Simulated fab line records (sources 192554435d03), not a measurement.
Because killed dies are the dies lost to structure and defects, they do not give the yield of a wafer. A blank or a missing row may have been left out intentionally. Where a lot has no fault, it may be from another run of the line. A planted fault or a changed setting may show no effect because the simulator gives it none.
Problem report, 8D (eight disciplines) form, completed by code / flow n5 finfet / the parts of the form that need people (team, actions taken, sign-off) are left out

== 1. WHAT WENT WRONG ==
Wafers without a fault read 150.0 W, standard deviation 0.35; bias w at N5_BEOL_M9_ETCH_66 reads a mean of 124.3 W on 2 wafers belonging to 2 lots. Relative to the usual mean, that is a shift of -73 standard deviations.
The step: etches SOC in N2/H2, target depth 80 nm, overetch 16 nm, time 120 s.
Earliest sighting: wafer L158.1 on rie diel-06 at day 11 15:10. The record holds 18 wafers of 6 lots with a number at this step. By rule, "out" or "out of limits" means more than 4 standard deviations away from the usual mean. The other wafers with a number count as sound.

== 2. WHAT IT IS; WHAT IT IS NOT ==
question=which readings at this step | is=bias w, rf vpp V | is not=drypump motor current A, oes product au, showerhead plenum p Torr, throttle valve pct
question=which lots | is=L158, L161 | is not=L154, L156, L157, L170
question=which wafers of those lots | is=L158.1, L161.2 | is not=L158.3, L158.6, L161.1, L161.4
question=read on which tools | is=rie diel-06 | is not=rie diel-01, rie diel-03
question=when | is=from day 11 15:10 | is not=up to then (8 sound wafers); but 8 sound wafers of L157, L161, L170 came after

== 3. SUSPECTS, AND WHAT RULES EACH OUT ==
Counting: any tool at a process step up to the reading remains a suspect provided it ran every lot that is out. Sound lots after the first of them don't rule it out here, since some wafers of a struck lot are sound.
- rie diel-06 at N5_BEOL_M9_DESCUM_33 (chemistry O2, time 7 s): kept. It ran every lot that is out, first L158 (day 11 15:05); its last sound lot up to then is L154 (day 10 12:01).
- rie diel-06 at N5_BEOL_M9_ETCH_76 (etches underlayer in N2/H2, target depth 6.5 nm, time 5.2 s): kept. It ran every lot that is out, first L158 (day 11 15:07); its last sound lot up to then is L154 (day 10 12:02).
- rie diel-06 at N5_BEOL_M9_ETCH_65 (etches SiARC in CF4, target depth 15.6 nm, time 26 s): kept. It ran every lot that is out, first L158 (day 11 15:08); its last sound lot up to then is L154 (day 10 12:04).
- rie diel-06 at N5_BEOL_M9_ETCH_66 (etches SOC in N2/H2, target depth 80 nm, overetch 16 nm, time 120 s): kept. It ran every lot that is out, first L158 (day 11 15:10); its last sound lot up to then is L154 (day 10 12:05). Its own readings are out on those wafers: bias w, rf vpp V.
- Within rie diel-06 at N5_BEOL_M9_DESCUM_33: the wafers that are out ran in chamber 3; their sound lot-mates ran in chambers 0, 2.
- Within rie diel-06 at N5_BEOL_M9_ETCH_76: the wafers that are out ran in chamber 3; their sound lot-mates ran in chambers 0, 2.
- Within rie diel-06 at N5_BEOL_M9_ETCH_65: the wafers that are out ran in chamber 3; their sound lot-mates ran in chambers 0, 2.
- Within rie diel-06 at N5_BEOL_M9_ETCH_66: the wafers that are out ran in chamber 3; their sound lot-mates ran in chambers 0, 2.
Left after counting: rie diel-06 at N5_BEOL_M9_DESCUM_33, rie diel-06 at N5_BEOL_M9_ETCH_76, rie diel-06 at N5_BEOL_M9_ETCH_65, rie diel-06 at N5_BEOL_M9_ETCH_66.

== 4. THE CAUSE (what the simulator had put in) ==
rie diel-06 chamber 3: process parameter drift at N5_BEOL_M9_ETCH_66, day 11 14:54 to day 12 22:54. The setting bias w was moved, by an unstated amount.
Of the 4 suspects that counting leaves, this tool is one.

== 5. SEQUENCE OF EFFECTS, ordered by route ==
Rows list readings where the struck wafers' mean (over those with a number) sits beyond 3 standard deviations from the usual. Readings are gone through only where the record gives a usual standard deviation; hours: the median, over the lots, of the time from a lot's start at the first step in this table giving one to that lot's start at this step; sigmas: the change measured in usual standard deviations.
hours=0; step=N5_BEOL_M9_ETCH_66; reading=bias w; usual=150.0 W; on struck wafers=124.3; change=-25.7; sigmas=-73
hours=0; step=N5_BEOL_M9_ETCH_66; reading=rf vpp V; usual=522.2 V; on struck wafers=462.6; change=-59.6; sigmas=-35
Process steps it contains:
- N5_BEOL_M9_ETCH_66: etches SOC in N2/H2, target depth 80 nm, overetch 16 nm, time 120 s.

== 6. HOW IT WOULD HAVE BEEN CAUGHT EARLIER ==
In this record the first reading out of limits was taken at day 11 15:10, 0 hours after the fault began at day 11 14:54.
